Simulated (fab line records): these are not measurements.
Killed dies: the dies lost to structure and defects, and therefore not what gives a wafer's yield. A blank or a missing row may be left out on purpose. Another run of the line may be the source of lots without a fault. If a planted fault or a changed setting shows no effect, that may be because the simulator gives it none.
fab line records	flow n5Finfet
record: lots: 4	wafers: 12	lastDay: 24
route steps=1938 shown BEOL_M4@1099 BEOL_M5@1112 BEOL_M6@1236 PASSIVATION@1936
lots that met no fault: from a run of the same line without faults
startH: hours from the record's first day to the start of the lot's first wafer shown	waitH: hours from the lot's prior step to this one	" as in the row above	L1.1+2: a row that stands for several wafers	- no value present, or no start provided	* or withheld: withheld	< > ~ a bound
route shown NAME@n: names a module that has steps shown in the file, with the first one's number in the route	usual: average and standard deviation across the fault-free wafers	same: alike in all rows	chamber/n: place in a boat	sites: per-site readings	_std_site: their standard deviation	_edge_site: outer sites' mean less inner sites'	radiusMm: how far each site lies from the wafer's centre	mask NAME#n: copy n	behind: the most recent tool/chamber to have shaped the wafer	hold: why the lot was held/for how many hours/how that ended	device: transistor that didn't switch, given as n, p or np	end of line: tests run on the same wafers once the route is complete	a step without rows: its recipe alone	killed: dies lost to structure and defects at the first sort, not the wafer's yield	map: a wafer's dies, x killed, . not, _ none there
set.NAME: setting as actually run; set.NAME@STEP: the setting as run at that earlier step	model.NAME: the simulator's own value behind a step, which no gauge read
lots at selected steps of the route; one table per step, one row per wafer
services: from which hour (startH, from the record's first day; less than 0 if before it) a tool's chamber was out of use, for how many hours, and why
== steps ==
step: N5_BEOL_M4_ANNEAL_95
recipe: tempC: 400	timeS: 240	ambient: vacuum
step: N5_BEOL_M4_SPUTTER_96
recipe: material: Cu	targetThkA: 45	tempC: -20	chamberPressurePa: 0.07	powerW: withheld	timeS: 8.29
step: N5_BEOL_M4_ECD_50
recipe: material: Cu	targetThkA: 3000
step: N5_BEOL_M4_ANNEAL_51
recipe: tempC: 225	timeS: 90	ambient: N2
step: N5_BEOL_M4_CMP_52
recipe: stopOn: SiOC	tOverpolishS: 6.8	downForcePsi: 1	platenRpm: 50	clearingPlatenDownForcePsi: 1.5	clearingPlatenRpm: 50	postCmpClean: cuAlkaline	targetThkNm: 40	clearingPlatenPadVelocityMS: 0.99484	padVelocityMS: 0.99484
step: N5_BEOL_M4_PRE_CLEAN_60
recipe: gas: NH3/H2	timeS: 15	tempC: *	rfPowerW: 300
step: N5_BEOL_M4_CO_CAP_55
recipe: material: Co	targetThkA: 20	tempC: 200	precursor: CCTBA/H2	pressureTorr: 30	timeS: 102.1
step: N5_BEOL_M4_PRE_CLEAN_56
recipe: gas: NH3	timeS: 15	tempC: withheld	rfPowerW: 300
step: N5_BEOL_M4_DEP_57
recipe: material: SiCN	targetThkA: 80	tempC: withheld	precursor: 3MS/NH3	pressureTorr: 3	rfW: 202	timeS: 14
step: N5_BEOL_M4_RC_MEAS_101
usual: DIBL_N: 35.8/1.6	DIBL_P: 35.6/2	IOFF_N: 0.15/0.031	IOFF_P: 0.20/0.033	ION_N: 668/12	ION_P: 459/6.8	SS_N: 71.4/0.53	SS_P: 73.1/0.63	VT_N: 250/3.5	VT_P: -251/3
lot.wafer	tool	chamber	startH	waitH	DIBL_N[mV/V]	DIBL_P[mV/V]	IOFF_N[nA/um]	IOFF_P[nA/um]	ION_N[uA/um]	ION_P[uA/um]	SS_N[mV/dec]	SS_P[mV/dec]	VT_N[mV]	VT_P[mV]
L827.1	prober-01	0	399.36	0.0	36.8	37.8	0.18	0.23	679	462	71.8	73.8	249	-247
L827.3	"	0	"	"	35.6	35.2	0.14	0.19	659	451	71.6	73.2	251	-253
L827.6	"	0	"	"	35.1	34.3	0.14	0.18	651	446	71.1	73.1	253	-251
L822.1	prober-02	0	402.54	0.0	36.8	37.3	0.17	0.22	680	464	71.8	72.9	249	-251
L822.5	"	0	"	"	34.8	34.4	0.13	0.17	637	453	71.9	73.2	255	-255
L822.6	"	0	"	"	36.3	36.9	0.16	0.21	671	459	71.4	73.3	248	-253
L826.1	prober-01	0	404.36	0.0	36.9	35.6	0.16	0.20	670	464	71.4	72.8	250	-251
L826.3	"	0	"	"	35.6	33.8	0.13	0.18	666	457	71.0	73.4	252	-255
L826.4	"	0	"	"	34.4	32.7	0.12	0.16	667	460	70.5	72.5	254	-253
L833.3	prober-01	0	468.34	0.3	36.5	36.2	0.17	0.21	672	460	71.3	73.5	249	-247
L833.4	"	0	"	"	35.8	36.1	0.16	0.21	669	462	71.0	73.3	246	-249
L833.5	"	0	"	"	35.8	35.6	0.16	0.21	692	474	70.9	73.9	249	-248
step: N5_BEOL_M5_ILD_DEP_00
recipe: material: SiCOH_lowk	targetThkA: 1406.4	tempC: 300	precursor: DEMS/porogen	pressureTorr: 5	rfW: 500	timeS: 25.9
step: N5_BEOL_M5_CURE_79
recipe: tempC: 385	timeS: 240	ambient: He/Ar	material: SiCOH_lowk
step: N5_BEOL_M5_PECVD_70
recipe: material: SiO2	targetThkA: 160	tempC: 400	precursor: TEOS/O2	pressureTorr: 5.5	rfW: 450	teosFlowSccm: 53.8	gas: O2	flowSccm: 3000	timeS: 18
step: N5_BEOL_M5_HM_DEP_02
recipe: material: TiN	targetThkA: 200	tempC: 25	chamberPressurePa: 0.49996
step: N5_BEOL_M5_COAT_59
recipe: resist: SOC	tempC: 250	timeS: 60	spinRpm: 1500	resistThkNm: 60
step: N5_BEOL_M5_COAT_60
recipe: resist: SiARC	tempC: 220	timeS: 60	spinRpm: 1500	resistThkNm: 12
step: N5_BEOL_M5_COAT_71
recipe: resist: underlayer	tempC: 205	timeS: 60	spinRpm: 1500	resistThkNm: 5
step: N5_BEOL_M5_COAT_05
recipe: resist: CAR-EUV	spinRpm: 1500	resistThkNm: 30
step: N5_BEOL_M5_EBR_07
recipe: solvent: PGMEA	ebrWidthMm: 1.5
step: N5_BEOL_M5_SOFTBAKE_06
recipe: tempC: 110	timeS: 60	resist: CAR-EUV
step: N5_BEOL_M5_EXPOSE_08
recipe: maskId: M5	na: 0.33	sourceShape: annular	sigmaInner: 0.4	sigmaOuter: 0.8	polarization: unpolarized	targetCdNm: 28	doseMj: 35.75
step: N5_BEOL_M5_PEB_09
recipe: pebTempC: 100	pebTimeS: 60	resist: CAR-EUV
step: N5_BEOL_M5_DEVELOP_10
recipe: developTimeS: 30	developer: TMAH	resist: CAR-EUV	rinseLiquid: surfactantRinse	dry: airSpin	devTempC: 23
step: N5_BEOL_M5_DESCUM_16
recipe: chemistry: O2	timeS: 7	sourcePowerW: 50	biasPowerW: 20	pressureMtorr: 20	rfFrequencyHz: 2.712e+07	tempC: 40	resist: CAR-EUV	o2FlowSccm: 225
step: N5_BEOL_M5_ETCH_72
recipe: chemistry: N2/H2	target: underlayer	targetDepthA: 65	maskMaterial: CAR-EUV	timeS: 5.2	ionEnergyEv: 200	pressureMtorr: 30	sourceW: 840	biasW: 150	n2FlowSccm: 200	h2FlowSccm: 200	ends: cleared
step: N5_BEOL_M5_ETCH_61
recipe: chemistry: CF4	target: SiARC	targetDepthA: 156	maskMaterial: CAR-EUV	timeS: 26	ionEnergyEv: 80	pressureMtorr: 40	sourceW: 545	biasW: 36	Ar_flow_sccm: 100	cf4FlowSccm: 100	ends: cleared
step: N5_BEOL_M5_ETCH_62
recipe: chemistry: N2/H2	target: SOC	targetDepthA: 750	overetchA: 150	maskMaterial: SiARC	tempC: 40	timeS: 112.5	ionEnergyEv: 200	pressureMtorr: 30	sourceW: 840	biasW: 150	n2FlowSccm: 200	h2FlowSccm: 200
step: N5_BEOL_M5_STRIP_63
recipe: chemistry: N2/H2	tempC: 40	n2FlowSccm: 200	h2FlowSccm: 200	rfFrequencyHz: 6e+07
step: N5_BEOL_M5_STRIP_73
recipe: chemistry: N2/H2	tempC: 40	n2FlowSccm: 200	h2FlowSccm: 200	rfFrequencyHz: 6e+07
step: N5_BEOL_M5_STRIP_64
recipe: chemistry: CF4	resist: SiARC	powerW: 300	biasPowerW: 75	pressureMtorr: 50	cf4FlowSccm: 150	rfFrequencyHz: 6e+07
step: N5_BEOL_M5_HM_OPEN_17
recipe: chemistry: Cl2/BCl3	targetDepthA: 200	overetchA: 60	target: TiN	maskMaterial: SOC	ionEnergyEv: 150	pressureMtorr: 10	icpW: 1000	biasW: 126	Cl2_flow_sccm: 53.25	bcl3FlowSccm: 21.75	Ar_flow_sccm: 25
step: N5_BEOL_M5_STRIP_19
recipe: chemistry: O2	powerW: 400	tempC: 40	pressureMtorr: 30	rfFrequencyHz: 6e+07	biasPowerW: 0	overashFraction: 0.2	o2FlowSccm: 225
step: N5_BEOL_M5_COAT_65
recipe: resist: SOC	tempC: 250	timeS: 60	spinRpm: 1500	resistThkNm: 60
step: N5_BEOL_M5_COAT_66
recipe: resist: SiARC	tempC: 220	timeS: 60	spinRpm: 1500	resistThkNm: 12
step: N5_BEOL_M6_VIA_ETCH_34
recipe: chemistry: C4F6/O2	target: SiCOH_lowk	targetDepthA: 1263	maskMaterial: SOC	taperDeg: 4	timeS: 50.9	ionEnergyEv: 250	pressureMtorr: 30	sourceW: 345	biasW: 185	Ar_flow_sccm: 300	C4F6_flow_sccm: 10	O2_flow_sccm: 10
usual: C4F6_flow_sccm: 10.00/0.031	O2_flow_sccm: 10.000/0.029	chamberPressureMTorr: 29.997/0.029	drypumpMotorCurrentA: 5.8/0.42	oes_f_703_au: 0.80/0.093	oesProductAu: 0.80/0.09	rfVppV: 672/15	showerheadPlenumPTorr: 2.88/0.1	throttleValvePct: 20.85/0.23
lot.wafer	tool	chamber	startH	waitH	C4F6_flow_sccm	O2_flow_sccm	chamberPressureMTorr	drypumpMotorCurrentA	oes_f_703_au	oesProductAu	rfHoursCounterH	rfVppV	showerheadPlenumPTorr	throttleValvePct	model.SiARC_of_BEOL_M6_COAT_64.thkNm	model.SOC_of_BEOL_M6_COAT_63.thkNm
L827.1	rieDiel-02	0	418.90	0.0	-	-	-	-	-	-	-	-	-	-	6.4	60
L827.3	"	1	"	"	-	-	-	-	-	-	-	-	-	-	6.8	59.8
L827.6	"	1	"	"	-	-	-	-	-	-	-	-	-	-	6.6	60
L822.1	rieDiel-03	0	425.13	0.0	-	-	-	-	-	-	-	-	-	-	6.4	60
L822.5	"	2	"	"	-	-	-	-	-	-	-	-	-	-	6.4	59.8
L822.6	"	0	"	"	-	-	-	-	-	-	-	-	-	-	6.4	60
L826.1	rieDiel-06	0	425.33	0.0	9.94	10.014	29.998	5.1	0.84	0.82	88	658	2.88	20.75	0	54
L826.3	"	3	"	"	10.01	10.007	29.988	6.0	0.71	0.69	231	649	2.62	21.24	0	54.2
L826.4	"	1	"	"	10.05	10.001	29.991	6.1	0.82	0.84	71	666	2.76	20.99	0	54
L833.3	rieDiel-02	0	486.82	0.0	10.01	9.945	30.011	6.5	0.72	0.73	137	699	2.85	21.09	0	54
L833.4	"	1	"	"	9.97	9.998	29.986	6.1	0.71	0.71	166	680	2.94	20.65	0	54.2
L833.5	"	0	"	"	9.99	9.960	29.952	6.5	0.72	0.73	-	699	2.85	21.09	0	54
step: N5_PASSIVATION_PROBE_49
usual: defectLimitedYield: 90.7/1.5	killed_at_M0_to_M3: 38/11	killed_at_M4_up: 15/5.5	killedAtContacts: 12/6	killedAtFrontEnd: 41/11	killedAtOther: 3.5/2.7	killedDies: 110/18	killedOnRim: 15/3.6	killedOpen: 72/13	killedShort: 35/8.7	sort_bin_5_function: 5.5/1.1	sort_bin_6_memory: 3.4/0.63	sortNPass: 1070/18	sortYieldPct: 90.7/1.5
same: grossDies: 1180	killedAtBackSide: 0	sort_bin_4_leakage[%]: 0	sort_bin_8_speed[%]: 0
lot.wafer	tool	chamber	startH	waitH	defectLimitedYield[%]	killed_at_M0_to_M3	killed_at_M4_up	killedAtContacts	killedAtFrontEnd	killedAtOther	killedDies	killedOnRim	killedOpen	killedShort	sort_bin_5_function[%]	sort_bin_6_memory[%]	sortNPass	sortYieldPct[%]
L822.1	prober-02	-	517.87	0.0	0	28	1094	17	41	0	1180	152	62	36	96.9	2.8	0	0
L822.5	prober-02	-	518.07	0.2	0	29	1114	8	28	1	1180	152	61	24	96.9	2.9	0	0
L822.6	prober-02	-	518.12	0.3	0	34	1063	12	68	3	1180	152	83	38	95.6	4.1	0	0
L827.1	prober-02	-	519.79	0.5	0	36	1099	9	35	1	1180	152	67	25	97.1	2.7	0	0
L827.3	prober-02	-	519.89	0.6	0	23	1119	6	28	4	1180	152	50	24	96.8	2.9	0	0
L827.6	prober-02	-	520.04	0.7	0	21	1104	12	41	2	1180	152	71	20	96.5	3.2	0	0
L826.1	prober-01	-	524.43	0.0	91.1	45	15	8	34	3	105	9	71	33	5.7	3.2	1075	91.1
L826.3	prober-01	-	524.53	0.1	90.2	50	14	9	39	4	116	19	87	28	6.4	3.3	1064	90.2
L826.4	prober-01	-	524.58	0.2	87.8	59	15	19	49	2	144	20	93	49	7.4	4.3	1036	87.8
killed by level:class
L822.1 BEOL_M6:areaEtch=1081 FIN_SAQP:geometricParticle:open=12 MOL_CONTACT_COAG:geometricParticle:open=12 BEOL_M0_SAQP:geometricParticle:open=8 FIN_SAQP:geometricParticle:short=7 BEOL_M0_SAQP:geometricParticle:short=7 BEOL_M2:geometricParticle:open=7 BEOL_M4:geometricParticle:open=6
L822.5 BEOL_M6:areaEtch=1095 BEOL_M0_SAQP:geometricParticle:open=10 BEOL_M1:geometricParticle:open=9 BEOL_M4:geometricParticle:open=8 DUMMY_GATE:geometricParticle:open=7 MOL_CONTACT_COAG:geometricParticle:open=7 FIN_SAQP:geometricParticle:open=6 STI_FIN_REVEAL:geometricParticle:open=4
L822.6 BEOL_M6:areaEtch=1058 STI_FIN_REVEAL:geometricParticle:open=19 FIN_SAQP:geometricParticle:open=15 BEOL_M2:geometricParticle:open=13 MOL_CONTACT_COAG:geometricParticle:open=10 FIN_SAQP:geometricParticle:short=9 STI_FIN_REVEAL:geometricParticle:short=6 BEOL_M1:geometricParticle:open=5
L827.1 BEOL_M6:areaEtch=1085 BEOL_M3:geometricParticle:open=10 MOL_CONTACT_COAG:geometricParticle:open=9 DUMMY_GATE:geometricParticle:open=6 FIN_SAQP:geometricParticle:open=5 STI_FIN_REVEAL:geometricParticle:open=5 BEOL_M2:geometricParticle:open=5 BEOL_M0_SAQP:geometricParticle:short=5
L827.3 BEOL_M6:areaEtch=1105 FIN_SAQP:geometricParticle:short=7 BEOL_M1:geometricParticle:open=7 MOL_CONTACT_COAG:geometricParticle:open=6 BEOL_M4:geometricParticle:open=5 FIN_SAQP:geometricParticle:open=4 BEOL_M1:geometricParticle:short=4 BEOL_M3:geometricParticle:open=4
L827.6 BEOL_M6:areaEtch=1086 FIN_SAQP:geometricParticle:open=13 MOL_CONTACT_COAG:geometricParticle:open=11 BEOL_M4:geometricParticle:open=9 GATE_CUT:geometricParticle:open=8 FIN_SAQP:geometricParticle:short=6 DUMMY_GATE:geometricParticle:open=4 BEOL_M1:geometricParticle:open=4
L826.1 BEOL_M1:geometricParticle:open=13 FIN_SAQP:geometricParticle:open=10 BEOL_M3:geometricParticle:open=9 BEOL_M4:geometricParticle:open=8 MOL_CONTACT_COAG:geometricParticle:open=7 GATE_CUT:geometricParticle:short=6 BEOL_M2:geometricParticle:open=6 BEOL_M3:geometricParticle:short=5
L826.3 BEOL_M3:geometricParticle:open=14 BEOL_M1:geometricParticle:open=13 FIN_SAQP:geometricParticle:open=12 BEOL_M2:geometricParticle:open=12 FIN_SAQP:geometricParticle:short=9 BEOL_M4:geometricParticle:open=7 STI_FIN_REVEAL:geometricParticle:open=6 MOL_CONTACT_COAG:geometricParticle:open=6
L826.4 BEOL_M3:geometricParticle:open=27 FIN_SAQP:geometricParticle:open=13 MOL_CONTACT_COAG:geometricParticle:open=13 FIN_SAQP:geometricParticle:short=10 BEOL_M0_SAQP:geometricParticle:short=8 BEOL_M4:geometricParticle:open=8 GATE_CUT:geometricParticle:short=7 MOL_CONTACT_COAG:geometricParticle:short=6
map L822.1 (x killed, . not)
_________________xxxxxxxxxxxx________________
______________xxxxxxxxxxxxxxxxxx_____________
___________xxxxxxxxxxxxxxxxxxxxxxxx__________
__________xxxxxxxxxxxxxxxxxxxxxxxxxx_________
________xxxxxxxxxxxxxxxxxxxxxxxxxxxxxx_______
_______xxxxxxxxxxxxxxxxxxxxxxxxxxxxxxxx______
______xxxxxxxxxxxxxxxxxxxxxxxxxxxxxxxxxx_____
_____xxxxxxxxxxxxxxxxxxxxxxxxxxxxxxxxxxxx____
____xxxxxxxxxxxxxxxxxxxxxxxxxxxxxxxxxxxxxx___
___xxxxxxxxxxxxxxxxxxxxxxxxxxxxxxxxxxxxxxxx__
___xxxxxxxxxxxxxxxxxxxxxxxxxxxxxxxxxxxxxxxx__
__xxxxxxxxxxxxxxxxxxxxxxxxxxxxxxxxxxxxxxxxxx_
__xxxxxxxxxxxxxxxxxxxxxxxxxxxxxxxxxxxxxxxxxx_
_xxxxxxxxxxxxxxxxxxxxxxxxxxxxxxxxxxxxxxxxxxxx
_xxxxxxxxxxxxxxxxxxxxxxxxxxxxxxxxxxxxxxxxxxxx
_xxxxxxxxxxxxxxxxxxxxxxxxxxxxxxxxxxxxxxxxxxxx
_xxxxxxxxxxxxxxxxxxxxxxxxxxxxxxxxxxxxxxxxxxxx
_xxxxxxxxxxxxxxxxxxxxxxxxxxxxxxxxxxxxxxxxxxxx
_xxxxxxxxxxxxxxxxxxxxxxxxxxxxxxxxxxxxxxxxxxxx
_xxxxxxxxxxxxxxxxxxxxxxxxxxxxxxxxxxxxxxxxxxxx
_xxxxxxxxxxxxxxxxxxxxxxxxxxxxxxxxxxxxxxxxxxxx
__xxxxxxxxxxxxxxxxxxxxxxxxxxxxxxxxxxxxxxxxxx_
__xxxxxxxxxxxxxxxxxxxxxxxxxxxxxxxxxxxxxxxxxx_
___xxxxxxxxxxxxxxxxxxxxxxxxxxxxxxxxxxxxxxxx__
___xxxxxxxxxxxxxxxxxxxxxxxxxxxxxxxxxxxxxxxx__
____xxxxxxxxxxxxxxxxxxxxxxxxxxxxxxxxxxxxxx___
_____xxxxxxxxxxxxxxxxxxxxxxxxxxxxxxxxxxxx____
______xxxxxxxxxxxxxxxxxxxxxxxxxxxxxxxxxx_____
_______xxxxxxxxxxxxxxxxxxxxxxxxxxxxxxxx______
________xxxxxxxxxxxxxxxxxxxxxxxxxxxxxx_______
__________xxxxxxxxxxxxxxxxxxxxxxxxxx_________
___________xxxxxxxxxxxxxxxxxxxxxxxx__________
______________xxxxxxxxxxxxxxxxxx_____________
_________________xxxxxxxxxxxx________________
map L827.1 (x killed, . not)
_________________xxxxxxxxxxxx________________
______________xxxxxxxxxxxxxxxxxx_____________
___________xxxxxxxxxxxxxxxxxxxxxxxx__________
__________xxxxxxxxxxxxxxxxxxxxxxxxxx_________
________xxxxxxxxxxxxxxxxxxxxxxxxxxxxxx_______
_______xxxxxxxxxxxxxxxxxxxxxxxxxxxxxxxx______
______xxxxxxxxxxxxxxxxxxxxxxxxxxxxxxxxxx_____
_____xxxxxxxxxxxxxxxxxxxxxxxxxxxxxxxxxxxx____
____xxxxxxxxxxxxxxxxxxxxxxxxxxxxxxxxxxxxxx___
___xxxxxxxxxxxxxxxxxxxxxxxxxxxxxxxxxxxxxxxx__
___xxxxxxxxxxxxxxxxxxxxxxxxxxxxxxxxxxxxxxxx__
__xxxxxxxxxxxxxxxxxxxxxxxxxxxxxxxxxxxxxxxxxx_
__xxxxxxxxxxxxxxxxxxxxxxxxxxxxxxxxxxxxxxxxxx_
_xxxxxxxxxxxxxxxxxxxxxxxxxxxxxxxxxxxxxxxxxxxx
_xxxxxxxxxxxxxxxxxxxxxxxxxxxxxxxxxxxxxxxxxxxx
_xxxxxxxxxxxxxxxxxxxxxxxxxxxxxxxxxxxxxxxxxxxx
_xxxxxxxxxxxxxxxxxxxxxxxxxxxxxxxxxxxxxxxxxxxx
_xxxxxxxxxxxxxxxxxxxxxxxxxxxxxxxxxxxxxxxxxxxx
_xxxxxxxxxxxxxxxxxxxxxxxxxxxxxxxxxxxxxxxxxxxx
_xxxxxxxxxxxxxxxxxxxxxxxxxxxxxxxxxxxxxxxxxxxx
_xxxxxxxxxxxxxxxxxxxxxxxxxxxxxxxxxxxxxxxxxxxx
__xxxxxxxxxxxxxxxxxxxxxxxxxxxxxxxxxxxxxxxxxx_
__xxxxxxxxxxxxxxxxxxxxxxxxxxxxxxxxxxxxxxxxxx_
___xxxxxxxxxxxxxxxxxxxxxxxxxxxxxxxxxxxxxxxx__
___xxxxxxxxxxxxxxxxxxxxxxxxxxxxxxxxxxxxxxxx__
____xxxxxxxxxxxxxxxxxxxxxxxxxxxxxxxxxxxxxx___
_____xxxxxxxxxxxxxxxxxxxxxxxxxxxxxxxxxxxx____
______xxxxxxxxxxxxxxxxxxxxxxxxxxxxxxxxxx_____
_______xxxxxxxxxxxxxxxxxxxxxxxxxxxxxxxx______
________xxxxxxxxxxxxxxxxxxxxxxxxxxxxxx_______
__________xxxxxxxxxxxxxxxxxxxxxxxxxx_________
___________xxxxxxxxxxxxxxxxxxxxxxxx__________
______________xxxxxxxxxxxxxxxxxx_____________
_________________xxxxxxxxxxxx________________
== services ==
tool	chamber	startH	hours	kind
rieDiel-03	1	421.12	-	clean
rieDiel-03	1	421.12	-	consumableReplace:focusRing
rieDiel-03	1	421.12	22.3	scheduledDown
rieDiel-03	1	421.12	22.3	ventCycle
rieDiel-03	3	468.17	1.3	repair
rieDiel-03	0	471.15	-	clean
rieDiel-03	0	471.15	-	consumableReplace:focusRing
rieDiel-03	0	471.15	21.0	scheduledDown
rieDiel-03	0	471.15	21.0	ventCycle
rieDiel-02	1	474.38	3.1	repair
== key ==
firstSign: step: N5_BEOL_M6_VIA_ETCH_34	reading: toolRecord	direction: missing
effect: step: N5_PASSIVATION_PROBE_49	reading: killed_at_M4_up	direction: up	sigmas: 99+	usual: 15	struck: 1099
modelEffect: step: N5_BEOL_M6_VIA_ETCH_34	value: SiARC_of_BEOL_M6_COAT_64.thkNm	without: 0	struck: 6.5
moreKillsBornAt: N5_BEOL_M6_VIA_ETCH_34@rieDiel-02: 3276	N5_BEOL_M6_VIA_ETCH_34@rieDiel-03: 3234
metAt N5_BEOL_M6_VIA_ETCH_34
struckWafers L822.1,L822.5,L822.6,L827.1,L827.3,L827.6
laterRowsLeftOut L822.1,L822.5,L822.6,L827.1,L827.3,L827.6
fault: kind: skippedStepWhole	tool: rieDiel-02,rieDiel-03	chamber: -	onsetH: 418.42	steps: N5_BEOL_M6_VIA_ETCH_34	scope: struckLotsOnly
laterRowsLeftOut: the simulator's readings of these wafers behind a module that went badly wrong aren't trusted and aren't shown, but for the sort
